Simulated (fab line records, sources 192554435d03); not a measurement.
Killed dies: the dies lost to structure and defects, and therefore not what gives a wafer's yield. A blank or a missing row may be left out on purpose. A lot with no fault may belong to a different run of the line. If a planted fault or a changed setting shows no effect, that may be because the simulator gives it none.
fab line records | flow n5Finfet
record: lots: 6 | wafers: 18 | lastDay: 17
route steps=1938 shown BEOL_M9@1469 BEOL_M10@1470 PASSIVATION@1936
lots with no fault: from the same line, run without faults
startH: hours from the record's first day to the start of the lot's first wafer shown | waitH: how many hours have passed since the lot's step before this one | " same as the row above | L1.1+2: one row covering several wafers at once | - value missing, or start not given | * or withheld: withheld | < > ~ a bound
route shown NAME@n: NAME is a module with steps in the file, n the number in the route of the first one | usual: the fault-free wafers' mean and standard deviation | same: alike in all rows | chamber/n: place in a boat | sites: per-site readings | _std_site: standard deviation across them | _edge_site: the outer-site mean with the inner-site mean subtracted | radiusMm: for every site, how far away it sits from the centre of the wafer | mask NAME#n: copy n | behind: the most recent tool/chamber to have shaped the wafer | hold: what put the lot on hold/how long, in hours/how the hold closed | device: whichever transistor did not switch (one of n, p or np) | end of line: tests run on the same wafers once the route is complete | a step given without rows: its recipe and nothing more | killed: the dies lost at the first sort to structure and to defects; this is not the yield of the wafer | map: the dies of a wafer, with x for killed, . for not killed, _ for no die there
set.NAME: the setting that was run; set.NAME@STEP: the one run at that earlier step | model.NAME: the simulator's own value behind a step, which no gauge read
certain route steps with their lots: each step a table, each wafer a row
services: from which hour (startH, from the record's first day; less than 0 if before it) a tool's chamber was out of use, for how many hours, and why
== steps ==
step: N5_BEOL_M9_INSPECT_58
recipe: inspectInstrument: darkfield | mode: postDep
usual: rawDefectCount: 78/29
lot.wafer | tool             | chamber | startH | waitH | rawDefectCount
L598.1    | defectInspect-01 | -       | 224.01 | 0.0   | 104
L598.4    | "                | -       | "      | "     | 131
L598.6    | "                | -       | "      | "     | 82
L599.2    | defectInspect-01 | -       | 225.98 | 0.0   | 89
L599.4    | "                | -       | "      | "     | 72
L599.6    | "                | -       | "      | "     | 97
L606.4    | defectInspect-02 | -       | 269.15 | 0.0   | 83
L606.5    | "                | -       | "      | "     | 56
L606.6    | "                | -       | "      | "     | 59
L607.1    | defectInspect-02 | -       | 277.89 | 0.0   | 47
L607.3    | "                | -       | "      | "     | 69
L607.6    | "                | -       | "      | "     | 39
L610.2    | defectInspect-02 | -       | 283.83 | 0.0   | 75
L610.5    | "                | -       | "      | "     | 64
L610.6    | "                | -       | "      | "     | 97
L621.1    | defectInspect-01 | -       | 345.68 | 0.0   | 82
L621.3    | "                | -       | "      | "     | 89
L621.4    | "                | -       | "      | "     | 141
step: N5_BEOL_M10_ILD_DEP_00
recipe: material: SiCOH_lowk | targetThkA: 3085.1 | tempC: 300 | precursor: DEMS/porogen | pressureTorr: 5 | rfW: 500 | timeS: 58
usual: heaterPowerW: 298/57 | showerheadPlenumPTorr: 5.743/0.011 | throttleValvePct: 14.1/0.73
lot.wafer | tool     | chamber | startH | waitH | heaterPowerW | showerheadPlenumPTorr | throttleValvePct
L598.1    | pecvd-04 | 2       | 224.05 | 0.0   | 233          | 5.758                 | 13.1
L598.4    | "        | 1       | "      | "     | 313          | 5.738                 | 14.7
L598.6    | "        | 2       | "      | "     | 246          | 5.746                 | 13.1
L599.2    | pecvd-03 | 1       | 226.02 | 0.0   | 191          | 5.740                 | 14.1
L599.4    | "        | 0       | "      | "     | 225          | 5.747                 | 13.6
L599.6    | "        | 1       | "      | "     | 204          | 5.731                 | 14.1
L606.4    | pecvd-01 | 0       | 269.22 | 0.1   | 358          | 5.752                 | 14.8
L606.5    | "        | 2       | "      | "     | 270          | 5.741                 | 13.4
L606.6    | "        | 1       | "      | "     | 378          | 5.721                 | 14.4
L607.1    | pecvd-04 | 0       | 277.93 | 0.0   | 268          | 5.765                 | 15.0
L607.3    | "        | 1       | "      | "     | 264          | 5.722                 | 14.8
L607.6    | "        | 0       | "      | "     | 276          | 5.758                 | 14.9
L610.2    | pecvd-01 | 2       | 283.87 | 0.0   | 270          | 5.744                 | 13.2
L610.5    | "        | 2       | "      | "     | 286          | 5.759                 | 13.5
L610.6    | "        | 1       | "      | "     | 399          | 5.739                 | 14.2
L621.1    | pecvd-04 | 2       | 345.72 | 0.0   | 291          | 5.733                 | 12.5
L621.3    | "        | 1       | "      | "     | 258          | 5.731                 | 14.7
L621.4    | "        | 2       | "      | "     | 300          | 5.729                 | 12.6
step: N5_BEOL_M10_CURE_71
recipe: tempC: 385 | timeS: 240 | ambient: He/Ar | material: SiCOH_lowk
usual: lampPowerPct: 52.31/0.055 | wafer_temp_C_max: 386.9/0.59
lot.wafer | tool      | chamber | startH | waitH | lampPowerPct | wafer_temp_C_max
L598.1    | uvCure-02 | 1       | 224.13 | 0.0   | 52.28        | 387.1
L598.4    | "         | 1       | "      | "     | 52.33        | 387.0
L598.6    | "         | 1       | "      | "     | 52.40        | 386.5
L599.2    | uvCure-01 | 2       | 226.20 | 0.2   | 52.33        | 388.3
L599.4    | "         | 2       | "      | "     | 52.29        | 387.4
L599.6    | "         | 2       | "      | "     | 52.27        | 387.6
L606.4    | uvCure-02 | 1       | 269.75 | 0.5   | 52.30        | 387.0
L606.5    | "         | 1       | "      | "     | 52.36        | 386.2
L606.6    | "         | 1       | "      | "     | 52.34        | 386.5
L607.1    | uvCure-02 | 0       | 278.04 | 0.1   | 52.32        | 386.1
L607.3    | "         | 0       | "      | "     | 52.39        | 386.0
L607.6    | "         | 0       | "      | "     | 52.28        | 385.8
L610.2    | uvCure-02 | 1       | 284.02 | 0.1   | 52.30        | 387.0
L610.5    | "         | 1       | "      | "     | 52.37        | 386.8
L610.6    | "         | 1       | "      | "     | 52.34        | 387.3
L621.1    | uvCure-02 | 1       | 345.81 | 0.1   | 52.29        | 386.7
L621.3    | "         | 1       | "      | "     | 52.38        | 387.5
L621.4    | "         | 1       | "      | "     | 52.35        | 387.7
step: N5_BEOL_M10_THK_MEAS_01
recipe: reads: SiCOH_lowk_of_BEOL_M10_ILD_DEP_00
usual: M10_ILD_THK: 267/3.9
lot.wafer | tool         | chamber | startH | waitH | M10_ILD_THK[nm]
L598.1    | filmMetro-01 | -       | 224.65 | 0.4   | 265
L598.4    | "            | -       | "      | "     | 267
L598.6    | "            | -       | "      | "     | 270
L599.2    | filmMetro-01 | -       | 226.64 | 0.4   | 270
L599.4    | "            | -       | "      | "     | 269
L599.6    | "            | -       | "      | "     | 272
L606.4    | filmMetro-01 | -       | 270.26 | 0.4   | 274
L606.5    | "            | -       | "      | "     | 267
L606.6    | "            | -       | "      | "     | 267
L607.1    | filmMetro-01 | -       | 278.55 | 0.4   | 256
L607.3    | "            | -       | "      | "     | 260
L607.6    | "            | -       | "      | "     | 265
L610.2    | filmMetro-01 | -       | 284.46 | 0.4   | 266
L610.5    | "            | -       | "      | "     | 269
L610.6    | "            | -       | "      | "     | 269
L621.1    | filmMetro-02 | -       | 346.34 | 0.4   | 263
L621.3    | "            | -       | "      | "     | 262
L621.4    | "            | -       | "      | "     | 268
step: N5_BEOL_M10_PECVD_70
recipe: material: SiO2 | targetThkA: 200 | tempC: 400 | precursor: TEOS/O2 | pressureTorr: 5.5 | rfW: 450 | teosFlowSccm: 53.8 | gas: O2 | flowSccm: 3000 | timeS: 22.7
usual: heaterPowerW: 664/100 | showerheadPlenumPTorr: 8.79/0.032 | throttleValvePct: 22.6/1.1
lot.wafer | tool     | chamber | startH | waitH | heaterPowerW | showerheadPlenumPTorr | throttleValvePct
L598.1    | pecvd-01 | 0       | 224.69 | 0.0   | 766          | 8.83                  | 24.0
L598.4    | "        | 1       | "      | "     | 867          | 8.78                  | 23.0
L598.6    | "        | 2       | "      | "     | 734          | 8.83                  | 21.3
L599.2    | pecvd-03 | 1       | 226.67 | 0.0   | 519          | 8.77                  | 22.6
L599.4    | "        | 0       | "      | "     | 658          | 8.79                  | 22.1
L599.6    | "        | 0       | "      | "     | 662          | 8.78                  | 21.9
L606.4    | pecvd-01 | 0       | 270.31 | 0.1   | 863          | 8.85                  | 23.9
L606.5    | "        | 2       | "      | "     | 621          | 8.85                  | 22.1
L606.6    | "        | 1       | "      | "     | 825          | 8.77                  | 22.9
L607.1    | pecvd-04 | 0       | 278.59 | 0.0   | 611          | 8.84                  | 24.0
L607.3    | "        | 1       | "      | "     | 669          | 8.77                  | 23.9
L607.6    | "        | 0       | "      | "     | 626          | 8.84                  | 24.0
L610.2    | pecvd-01 | 1       | 284.49 | 0.0   | 897          | 8.80                  | 23.0
L610.5    | "        | 0       | "      | "     | 799          | 8.86                  | 23.9
L610.6    | "        | 2       | "      | "     | 699          | 8.83                  | 21.5
L621.1    | pecvd-03 | 1       | 346.38 | 0.0   | 469          | 8.77                  | 22.9
L621.3    | "        | 0       | "      | "     | 562          | 8.80                  | 22.1
L621.4    | "        | 1       | "      | "     | 474          | 8.79                  | 22.8
step: N5_BEOL_M10_HM_DEP_02
recipe: material: TiN | targetThkA: 200 | tempC: 25 | chamberPressurePa: 0.49996
usual: throttleValvePct: 30.6/1.3
lot.wafer | tool          | chamber | startH | waitH | throttleValvePct
L598.1    | pvdSputter-01 | -       | 226.36 | 1.6   | 30.8
L598.4    | "             | -       | "      | "     | 30.4
L598.6    | "             | -       | "      | "     | 30.5
L599.2    | pvdSputter-03 | -       | 227.18 | 0.5   | 28.1
L599.4    | "             | -       | "      | "     | 30.9
L599.6    | "             | -       | "      | "     | 31.1
L606.4    | pvdSputter-03 | -       | 272.57 | 2.2   | 27.9
L606.5    | "             | -       | "      | "     | 31.0
L606.6    | "             | -       | "      | "     | 27.7
L607.1    | pvdSputter-02 | -       | 279.91 | 1.3   | 31.0
L607.3    | "             | -       | "      | "     | 32.0
L607.6    | "             | -       | "      | "     | 31.0
L610.2    | pvdSputter-03 | -       | 284.69 | 0.2   | 31.0
L610.5    | "             | -       | "      | "     | 31.0
L610.6    | "             | -       | "      | "     | 30.9
L621.1    | pvdSputter-02 | -       | 346.43 | 0.0   | 31.5
L621.3    | "             | -       | "      | "     | 32.7
L621.4    | "             | -       | "      | "     | 30.8
step: N5_BEOL_M10_COAT_59
recipe: resist: SOC | tempC: 250 | timeS: 60 | spinRpm: 1500 | resistThkNm: 100
step: N5_BEOL_M10_COAT_60
recipe: resist: SiARC | tempC: 220 | timeS: 60 | spinRpm: 1500 | resistThkNm: 30
step: N5_BEOL_M10_COAT_05
recipe: resist: CAR-ArF | spinRpm: 1500 | resistThkNm: 90
step: N5_BEOL_M10_EBR_07
recipe: solvent: PGMEA | ebrWidthMm: 1.5
step: N5_BEOL_M10_SOFTBAKE_06
recipe: tempC: 110 | timeS: 60 | resist: CAR-ArF
step: N5_BEOL_M10_EXPOSE_08
recipe: maskId: M10 | na: 1.35 | sourceShape: dipole | sigmaInner: 0.411 | sigmaOuter: 0.611 | polarization: te | doseMj: 53.75
same: sigmaOuter: 0.611
lot.wafer  | tool           | chamber | startH | waitH | mask  | model.BEOL_M10.overlayXNm
L598.1+4+6 | arfiScanner-02 | 0       | 226.60 | -     | M10#0 | 1
L599.2+4+6 | arfiScanner-01 | 0       | 227.55 | -     | M10#0 | 0.2
L606.4+5+6 | arfiScanner-01 | 0       | 272.84 | -     | M10#0 | 5.8
L607.1+3+6 | arfiScanner-01 | 0       | 280.28 | -     | M10#0 | 5.4
L610.2+5+6 | arfiScanner-02 | 0       | 285.07 | -     | M10#0 | 0
L621.1+3+4 | arfiScanner-02 | 0       | 346.68 | -     | M10#0 | 0.2
step: N5_BEOL_M10_PEB_09
recipe: pebTempC: withheld | pebTimeS: 60 | resist: CAR-ArF
step: N5_BEOL_M10_DEVELOP_10
recipe: developTimeS: 30 | developer: TMAH | resist: CAR-ArF | rinseLiquid: diw | dry: airSpin | devTempC: 23
step: N5_BEOL_M10_CD_MEAS_11
recipe: targetCdNm: 64.1 | landingEnergyEv: 500 | detector: seInlens | polarity: opening
usual: cdNm: 63.9/0.76
lot.wafer | tool     | chamber | startH | waitH | cdNm
L598.1    | cdSem-02 | 0       | 226.73 | -     | 63.4
L598.4    | "        | 0       | "      | "     | 63.7
L598.6    | "        | 0       | "      | "     | 63.6
L599.2    | cdSem-03 | 0       | 227.67 | -     | 64.2
L599.4    | "        | 0       | "      | "     | 65.1
L599.6    | "        | 0       | "      | "     | 64.4
L606.4    | cdSem-01 | 0       | 272.95 | -     | 64.2
L606.5    | "        | 0       | "      | "     | 65.5
L606.6    | "        | 0       | "      | "     | 64.2
L607.1    | cdSem-03 | 0       | 280.41 | -     | 63.2
L607.3    | "        | 0       | "      | "     | 62.8
L607.6    | "        | 0       | "      | "     | 63.1
L610.2    | cdSem-02 | 0       | 285.19 | -     | 65.0
L610.5    | "        | 0       | "      | "     | 65.0
L610.6    | "        | 0       | "      | "     | 63.7
L621.1    | cdSem-02 | 0       | 346.80 | -     | 63.8
L621.3    | "        | 0       | "      | "     | 63.8
L621.4    | "        | 0       | "      | "     | 63.5
step: N5_BEOL_M10_OVL_MEAS_12
recipe: pointsPerWafer: 44
usual: M10_OVL: 0.0/0.74
lot.wafer | tool       | chamber | startH | waitH | M10_OVL[nm]
L598.1    | overlay-01 | 0       | 226.76 | 0.0   | 0.8
L598.4    | "          | 0       | "      | "     | 1.6
L598.6    | "          | 0       | "      | "     | 0.8
L599.2    | overlay-02 | 0       | 227.70 | 0.0   | 0.6
L599.4    | "          | 0       | "      | "     | 0.2
L599.6    | "          | 0       | "      | "     | -0.7
L606.4    | overlay-01 | 0       | 272.97 | 0.0   | 6.1
L606.5    | "          | 0       | "      | "     | 5.7
L606.6    | "          | 0       | "      | "     | 4.9
L607.1    | overlay-01 | 0       | 280.44 | 0.0   | 4.6
L607.3    | "          | 0       | "      | "     | 4.4
L607.6    | "          | 0       | "      | "     | 4.8
L610.2    | overlay-02 | 0       | 285.22 | 0.0   | 0.4
L610.5    | "          | 0       | "      | "     | -0.4
L610.6    | "          | 0       | "      | "     | 0.9
L621.1    | overlay-01 | 0       | 346.84 | 0.0   | 0.7
L621.3    | "          | 0       | "      | "     | -0.4
L621.4    | "          | 0       | "      | "     | 0.2
step: N5_BEOL_M10_INSPECT_13
recipe: mode: adi | inspectInstrument: brightfield
usual: rawDefectCount: 419/100
lot.wafer | tool             | chamber | startH | waitH | rawDefectCount
L598.1    | defectInspect-01 | -       | 226.78 | 0.0   | 463
L598.4    | "                | -       | "      | "     | 563
L598.6    | "                | -       | "      | "     | 447
L599.2    | defectInspect-01 | -       | 227.73 | 0.0   | 392
L599.4    | "                | -       | "      | "     | 573
L599.6    | "                | -       | "      | "     | 658
L606.4    | defectInspect-02 | -       | 273.00 | 0.0   | 451
L606.5    | "                | -       | "      | "     | 450
L606.6    | "                | -       | "      | "     | 343
L607.1    | defectInspect-02 | -       | 280.46 | 0.0   | 382
L607.3    | "                | -       | "      | "     | 482
L607.6    | "                | -       | "      | "     | 359
L610.2    | defectInspect-02 | -       | 285.24 | 0.0   | 425
L610.5    | "                | -       | "      | "     | 455
L610.6    | "                | -       | "      | "     | 554
L621.1    | defectInspect-02 | -       | 346.86 | 0.0   | 306
L621.3    | "                | -       | "      | "     | 286
L621.4    | "                | -       | "      | "     | 428
step: N5_PASSIVATION_PROBE_49
usual: defectLimitedYield: 91.4/1.5 | killed_at_M0_to_M3: 36/11 | killed_at_M4_up: 14/6 | killedAtContacts: 11/6 | killedAtFrontEnd: 37/11 | killedAtOther: 4/3.4 | killedDies: 102/18 | killedOpen: 66/13 | killedShort: 34/7.8 | sort_bin_4_leakage: 0.00/0.017 | sort_bin_5_function: 5.0/0.97 | sort_bin_6_memory: 3.2/0.7 | sort_bin_8_speed: 0.0/0.38 | sortNPass: 1078/19 | sortYieldPct: 91.3/1.6
same: grossDies: 1180 | killedAtBackSide: 0
lot.wafer | tool      | chamber | startH | waitH | defectLimitedYield[%] | killed_at_M0_to_M3 | killed_at_M4_up | killedAtContacts | killedAtFrontEnd | killedAtOther | killedDies | killedOpen | killedShort | sort_bin_4_leakage[%] | sort_bin_5_function[%] | sort_bin_6_memory[%] | sort_bin_8_speed[%] | sortNPass | sortYieldPct[%]
L606.4    | prober-01 | -       | 323.87 | 0.2   | 92.0                  | 44                 | 7               | 5                | 33               | 5             | 94         | 56         | 38          | 0                     | 4.6                    | 3.1                  | 0                   | 1086      | 92.0
L606.5    | prober-01 | -       | 323.92 | 0.2   | 90.3                  | 54                 | 8               | 5                | 47               | 1             | 115        | 77         | 34          | 0                     | 6.0                    | 3.5                  | 0                   | 1065      | 90.3
L606.6    | prober-01 | -       | 323.97 | 0.3   | 92.3                  | 38                 | 8               | 7                | 37               | 1             | 91         | 65         | 25          | 0                     | 5.3                    | 2.3                  | 0                   | 1089      | 92.3
killed by level:class
L606.4 FIN_SAQP:geometricParticle:open=11 BEOL_M0_SAQP:geometricParticle:short=10 BEOL_M2:geometricParticle:open=9 FIN_SAQP:geometricParticle:short=8 BEOL_M3:geometricParticle:open=6 GATE_CUT:geometricParticle:short=4 MOL_CONTACT_COAG:geometricParticle:open=4 BEOL_M0_SAQP:geometricParticle:open=4
L606.5 BEOL_M2:geometricParticle:open=18 BEOL_M3:geometricParticle:open=14 FIN_SAQP:geometricParticle:short=10 DUMMY_GATE:geometricParticle:open=10 FIN_SAQP:geometricParticle:open=9 BEOL_M1:geometricParticle:open=7 STI_FIN_REVEAL:geometricParticle:open=5 MOL_CONTACT_COAG:geometricParticle:open=4
L606.6 BEOL_M0_SAQP:geometricParticle:open=11 FIN_SAQP:geometricParticle:short=9 FIN_SAQP:geometricParticle:open=7 MOL_CONTACT_COAG:geometricParticle:open=7 BEOL_M2:geometricParticle:open=6 BEOL_M4:geometricParticle:open=6 GATE_CUT:geometricParticle:short=5 BEOL_M1:geometricParticle:open=5
== services ==
tool           | chamber | startH | hours | kind
pecvd-03       | 2       | 213.00 | -     | clean
pecvd-03       | 2       | 213.00 | -     | consumableReplace:showerhead
arfiScanner-02 | -       | 216.06 | 1.3   | pm
uvCure-02      | -       | 240.52 | 1.9   | repair
arfiScanner-02 | -       | 250.34 | 7.0   | repair
pecvd-01       | 2       | 261.82 | 2.1   | scheduledDown
arfiScanner-01 | -       | 266.45 | 1.0   | pm
pecvd-04       | 2       | 272.32 | 2.5   | repair
pecvd-03       | 1       | 275.80 | 7.2   | repair
uvCure-01      | -       | 282.81 | 2.1   | pm
arfiScanner-02 | -       | 292.38 | 0.4   | repair
pecvd-01       | 0       | 294.15 | 5.0   | scheduledDown
uvCure-02      | -       | 296.72 | 1.0   | pm
pecvd-01       | 2       | 298.12 | 1.9   | repair
pecvd-01       | -       | 301.37 | 14.6  | pm
pecvd-03       | -       | 308.30 | 0.8   | pm
arfiScanner-01 | -       | 310.26 | 0.8   | pm
arfiScanner-02 | -       | 310.33 | 0.8   | pm
arfiScanner-01 | -       | 314.50 | 1.3   | pm
pvdSputter-02  | -       | 321.23 | 1.2   | repair
arfiScanner-02 | -       | 330.18 | 1.0   | pm
pvdSputter-01  | -       | 330.79 | 2.4   | repair
arfiScanner-01 | -       | 331.50 | 3.9   | pm
arfiScanner-02 | -       | 341.56 | 1.3   | pm
== key ==
firstSign: step: N5_BEOL_M10_OVL_MEAS_12 | reading: M10_OVL | direction: up | sigmas: 6.8 | usual: 0.0 | struck: 5.1
effect none on later readings
modelEffect: step: N5_BEOL_M10_EXPOSE_08 | value: BEOL_M10.overlayXNm | without: 0.1 | struck: 5.6
metAt N5_BEOL_M10_EXPOSE_08
struckWafers L606.4,L606.5,L606.6,L607.1,L607.3,L607.6
onsetBetween 227.55 272.84
earlierFault: kind: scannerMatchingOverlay | tool: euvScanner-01 | chamber: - | onsetH: 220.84 | steps: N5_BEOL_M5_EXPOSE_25 | offset: 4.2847
fault: kind: scannerMatchingOverlay | tool: arfiScanner-01 | chamber: - | onsetH: 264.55 | steps: N5_BEOL_M10_EXPOSE_08 | offset: 5.5391
